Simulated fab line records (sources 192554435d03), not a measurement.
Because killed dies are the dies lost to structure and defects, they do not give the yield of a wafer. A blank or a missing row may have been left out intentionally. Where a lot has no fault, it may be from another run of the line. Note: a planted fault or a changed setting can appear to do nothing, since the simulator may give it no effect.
Matching of chambers :: flow n5Finfet :: 4 sister chambers for N5_BEOL_M7_CMP_52 on cmp-01
The step polishes, stops on SiCOH lowk, t overpolish 6.9 s, target thk 80 nm. 18 wafers are shown with their chamber, then 9 later ones without.

## WAFERS, EACH WITH ITS CHAMBER
wafer: L077.1
chamber: 0
motorCurrentA (A): 5.4
barrierFieldEndpointS (s): 27.0
timeToEndpointS (s): 58.4

wafer: L077.2
chamber: 3
motorCurrentA (A): 6.2
barrierFieldEndpointS (s): 29.0
timeToEndpointS (s): 63.5

wafer: L077.5
chamber: 2
motorCurrentA (A): 6.4
barrierFieldEndpointS (s): 27.9
timeToEndpointS (s): 61.1

wafer: L081.1
chamber: 0
motorCurrentA (A): 5.4
barrierFieldEndpointS (s): 28.6
timeToEndpointS (s): 63.8

wafer: L081.3
chamber: 1
motorCurrentA (A): 6.0
barrierFieldEndpointS (s): 28.7
timeToEndpointS (s): 60.9

wafer: L081.4
chamber: 2
motorCurrentA (A): 6.9
barrierFieldEndpointS (s): 29.3
timeToEndpointS (s): 62.0

wafer: L084.3
chamber: 2
motorCurrentA (A): 6.4
barrierFieldEndpointS (s): 29.9
timeToEndpointS (s): 64.2

wafer: L084.5
chamber: 0
motorCurrentA (A): 5.5
barrierFieldEndpointS (s): 31.0
timeToEndpointS (s): 67.3

wafer: L084.6
chamber: 1
motorCurrentA (A): 6.0
barrierFieldEndpointS (s): 30.2
timeToEndpointS (s): 66.7

wafer: L085.3
chamber: 1
motorCurrentA (A): 6.0
barrierFieldEndpointS (s): 29.2
timeToEndpointS (s): 59.3

wafer: L085.4
chamber: 0
motorCurrentA (A): 5.3
barrierFieldEndpointS (s): 29.4
timeToEndpointS (s): 61.3

wafer: L085.6
chamber: 2
motorCurrentA (A): 6.7
barrierFieldEndpointS (s): 28.8
timeToEndpointS (s): 60.9

wafer: L092.2
chamber: 0
motorCurrentA (A): 5.1
barrierFieldEndpointS (s): 28.4
timeToEndpointS (s): 58.6

wafer: L092.3
chamber: 3
motorCurrentA (A): 6.1
barrierFieldEndpointS (s): 29.1
timeToEndpointS (s): 62.7

wafer: L092.4
chamber: 1
motorCurrentA (A): 6.1
barrierFieldEndpointS (s): 28.9
timeToEndpointS (s): 58.5

wafer: L086.2
chamber: 0
motorCurrentA (A): 5.3
barrierFieldEndpointS (s): 28.0
timeToEndpointS (s): 56.2

wafer: L086.3
chamber: 2
motorCurrentA (A): 6.6
barrierFieldEndpointS (s): 28.0
timeToEndpointS (s): 63.3

wafer: L086.6
chamber: 3
motorCurrentA (A): 6.1
barrierFieldEndpointS (s): 27.9
timeToEndpointS (s): 60.9

SIGNATURES (means of the wafers above)
reading: motorCurrentA
chamber 0: 5.333
chamber 1: 6.025
chamber 2: 6.600
chamber 3: 6.133
scatter within a chamber: 0.143

reading: barrierFieldEndpointS
chamber 0: 28.733
chamber 1: 29.250
chamber 2: 28.780
chamber 3: 28.667
scatter within a chamber: 1.01

reading: timeToEndpointS
chamber 0: 60.933
chamber 1: 61.350
chamber 2: 62.300
chamber 3: 62.367
scatter within a chamber: 3.12
Rule: a wafer lies at a distance from a chamber equal to the root of the sum of squares, over the readings, of (its reading less the chamber's mean, divided by the reading's scatter). If the next closest chamber is less than 2 further off than the closest, the wafer can't be placed; otherwise it belongs to the closest. The scatter: the root of (the sum of the squares of (reading less its chamber's mean) over the shown wafers, divided by (wafers less chambers)).

## WAFERS WITH NO CHAMBER GIVEN
wafer: L089.2
motorCurrentA (A): 5.3
barrierFieldEndpointS (s): 27.7
timeToEndpointS (s): 59.5

wafer: L089.4
motorCurrentA (A): 6.3
barrierFieldEndpointS (s): 27.1
timeToEndpointS (s): 58.0

wafer: L089.5
motorCurrentA (A): 5.8
barrierFieldEndpointS (s): 27.0
timeToEndpointS (s): 59.4

wafer: L091.1
motorCurrentA (A): 6.1
barrierFieldEndpointS (s): 28.2
timeToEndpointS (s): 57.6

wafer: L091.3
motorCurrentA (A): 6.7
barrierFieldEndpointS (s): 28.0
timeToEndpointS (s): 58.4

wafer: L091.4
motorCurrentA (A): 5.5
barrierFieldEndpointS (s): 28.8
timeToEndpointS (s): 59.9

wafer: L079.1
motorCurrentA (A): 5.9
barrierFieldEndpointS (s): 27.5
timeToEndpointS (s): 57.8

wafer: L079.2
motorCurrentA (A): 6.1
barrierFieldEndpointS (s): 28.7
timeToEndpointS (s): 58.6

wafer: L079.6
motorCurrentA (A): 5.3
barrierFieldEndpointS (s): 28.6
timeToEndpointS (s): 56.8

## CHAMBER TAKEN BY EACH
wafer: L089.2
from the rows above: 0
in truth: 0

wafer: L089.4
from the rows above: can't be placed: 3 or 2 or 1
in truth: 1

wafer: L089.5
from the rows above: can't be placed: 1 or 3 or 0
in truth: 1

wafer: L091.1
from the rows above: can't be placed: 3 or 1
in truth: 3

wafer: L091.3
from the rows above: 2
in truth: 2

wafer: L091.4
from the rows above: 0
in truth: 0

wafer: L079.1
from the rows above: can't be placed: 1 or 3
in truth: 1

wafer: L079.2
from the rows above: can't be placed: 1 or 3
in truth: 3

wafer: L079.6
from the rows above: 0
in truth: 0
Placed correctly: 4 of 9. Unplaceable from these rows: 5, with the true chamber sitting among the candidates in 5. Number placed wrongly: 0.
